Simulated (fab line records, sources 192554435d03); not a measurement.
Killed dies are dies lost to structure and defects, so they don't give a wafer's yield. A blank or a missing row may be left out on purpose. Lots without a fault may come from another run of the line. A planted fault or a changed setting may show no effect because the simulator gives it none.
A struck lot beside a sound one | flow n5_finfet | 39 steps out of a route of 1938
Sound: wafers L230.1, L230.3, L230.4. Struck: wafers L234.4, L234.5. (L234.1 of the same lot was not struck and is left out.) The cause comes at the end.
At each step with rows: each side's tool, then ch and its chambers, then its first start. Under that, the readings that differ: sound wafers | struck wafers | difference of the means | sigmas: that difference in standard deviations of wafers without a fault.
alike: readings whose means differ by less than 2 such deviations, and words and numbers that are the same on both sides. not compared: withheld readings, readings that some wafer has no value for, bounds like >300 that may hide the same value, and numbers for which the record gives no deviation and whose values overlap.
The two part at a step that has a row with sigmas, a row that says differs or no value, or rows on one side only. Numbers that don't overlap but have no deviation are shown without sigmas and don't part them. A reading that every wafer of one side lacks parts them only if that side has two wafers or more.

first, 10 steps without rows for these wafers: N5_MOL_CONTACT_COAG_DESCUM_88 (chemistry O2, time 7 s); N5_MOL_CONTACT_COAG_ETCH_89 (etches underlayer in N2/H2, target depth 13 nm, time 10.4 s); N5_MOL_CONTACT_COAG_ETCH_90 (etches SiARC in CF4, target depth 13 nm, time 21.7 s); N5_MOL_CONTACT_COAG_ALD_131 (deposits SiO2, target thk 5 nm, pulse time 1 s, co reactant pulse time 1 s); N5_MOL_CONTACT_COAG_ETCHBACK_132 (etches SiO2 in CHF3, target depth 10 nm, time 6.7 s); N5_MOL_CONTACT_COAG_ETCH_91 (etches SOC in N2/H2, target depth 60 nm, overetch 21 nm, time 101.2 s); N5_MOL_CONTACT_COAG_STRIP_92 (strips in N2/H2); N5_MOL_CONTACT_COAG_STRIP_93 (strips in N2/H2); N5_MOL_CONTACT_COAG_ETCHBACK_135 (etches SiO2 in CHF3, target depth 25 nm, time 16.7 s); N5_MOL_CONTACT_COAG_STRIP_118 (strips in CHF3).
N5_MOL_CONTACT_COAG_VIA_ETCH_46: etches SiO2 in C4F6/O2, target depth 46 nm, overetch 9.2 nm, time 40 s.
  sound on rie_diel-05 ch 0,1,3, day 7 13:08; struck on rie_diel-05 ch 1,3, day 8 13:50
  reading                                           | sound             | struck     | difference | sigmas
  model.etch.depth_nm (nm)                          | 46.19 46.85 46.63 | 35.25 34.7 | -11.58     |
  model.SOC_of_MOL_CONTACT_COAG_COAT_75.thk_nm (nm) | 50.6 50.8 50.6    | 53 53.2    | +2         |
  alike: drypump_motor_current_A, oes_product_au, rf_vpp_V, showerhead_plenum_p_Torr, throttle_valve_pct
  not compared: rf_hours_counter_h
then, 1 step without rows for these wafers: N5_MOL_CONTACT_COAG_STRIP_96 (strips in N2/H2).
N5_MOL_CONTACT_COAG_ETCH_47: etches SiNx in CH3F/O2, stops on W, target depth 27 nm.
  sound on rie_diel-05 ch 0,1,3, day 7 13:14; struck on rie_diel-05 ch 1,3, day 8 13:56
  reading                    | sound           | struck    | difference | sigmas
  etch_rf_on_time_s (s)      | 31.2 30.6 31.4  | 50.8 50.8 | +19.7      | +44
  oes_product_au (a.u.)      | 0.64 0.64 0.61  | 0.26 0.27 | -0.36      | -7
  model.etch.over_etch_s (s) | 5.2 5.107 5.239 | 0 0       | -5         |
  alike: CH3F_flow_sccm, drypump_motor_current_A, rf_vpp_V, showerhead_plenum_p_Torr, throttle_valve_pct
  not compared: rf_hours_counter_h
then, 23 steps without rows for these wafers: N5_MOL_CONTACT_COAG_STRIP_119 (strips in N2/H2, time 30 s); N5_MOL_CONTACT_COAG_PRECLEAN_144 (cleans in alkaline clean, time 60 s); N5_MOL_CONTACT_COAG_SRD_145 (time 30 s); N5_MOL_CONTACT_COAG_COAT_62 (time 60 s, resist thk 60 nm); N5_MOL_CONTACT_COAG_COAT_63 (time 60 s, resist thk 10 nm); N5_MOL_CONTACT_COAG_COAT_64 (time 60 s, resist thk 10 nm); N5_MOL_CONTACT_COAG_COAT_34 (resist thk 40 nm); N5_MOL_CONTACT_COAG_EBR_36; N5_MOL_CONTACT_COAG_SOFTBAKE_35 (time 60 s); N5_MOL_CONTACT_COAG_EXPOSE_37 (exposes mask VD, defocus 0 nm); N5_MOL_CONTACT_COAG_PEB_38 (peb time 60 s); N5_MOL_CONTACT_COAG_DEVELOP_39 (develop time 30 s); N5_MOL_CONTACT_COAG_DESCUM_45 (chemistry O2, time 7 s); N5_MOL_CONTACT_COAG_ETCH_65 (etches underlayer in N2/H2, target depth 13 nm, time 10.4 s); N5_MOL_CONTACT_COAG_ETCH_66 (etches SiARC in CF4, target depth 13 nm, time 21.7 s); N5_MOL_CONTACT_COAG_ALD_133 (deposits SiO2, target thk 5 nm, pulse time 1 s, co reactant pulse time 1 s); N5_MOL_CONTACT_COAG_ETCHBACK_134 (etches SiO2 in CHF3, target depth 10 nm, time 6.7 s); N5_MOL_CONTACT_COAG_ETCH_67 (etches SOC in N2/H2, target depth 60 nm, overetch 21 nm, time 101.2 s); N5_MOL_CONTACT_COAG_STRIP_68 (strips in N2/H2); N5_MOL_CONTACT_COAG_STRIP_69 (strips in N2/H2); N5_MOL_CONTACT_COAG_ETCHBACK_136 (etches SiO2 in CHF3, target depth 25 nm, time 16.7 s); N5_MOL_CONTACT_COAG_STRIP_120 (strips in CHF3); N5_MOL_CONTACT_COAG_VIA_ETCH_117 (etches SiO2 in C4F6/O2, target depth 40 nm, overetch 8 nm, time 26 s).
N5_MOL_CONTACT_COAG_ETCH_124: etches SiNx in CH3F/O2, stops on SiOC, target depth 6.5 nm.
  sound on rie_diel-01 ch 0,1, day 7 14:32; struck on rie_diel-02 ch 0,1, day 8 15:36
  reading               | sound          | struck    | difference | sigmas
  oes_product_au (a.u.) | 0.59 0.74 0.75 | 0.28 0.29 | -0.41      | -6
  alike: CH3F_flow_sccm, drypump_motor_current_A, rf_vpp_V, showerhead_plenum_p_Torr, throttle_valve_pct
  not compared: rf_hours_counter_h
N5_BEOL_M4_RC_MEAS_101:
  the record has rows for the sound wafers here (prober-02 ch 0, day 11 00:14) and none for the struck ones
-- the record jumps here: 7 days lie between the struck wafers' starts before and after (it left off in module BEOL_M4 and takes up again in module PASSIVATION, whose first step shown is number 1936 of the route) --
N5_PASSIVATION_PROBE_49:
  the record has rows for the struck wafers here (prober-01, day 15 11:50) and none for the sound ones

WHERE THEY PART
First at N5_MOL_CONTACT_COAG_ETCH_47; last, within this record, at N5_PASSIVATION_PROBE_49.

WHY: what the simulator had put in
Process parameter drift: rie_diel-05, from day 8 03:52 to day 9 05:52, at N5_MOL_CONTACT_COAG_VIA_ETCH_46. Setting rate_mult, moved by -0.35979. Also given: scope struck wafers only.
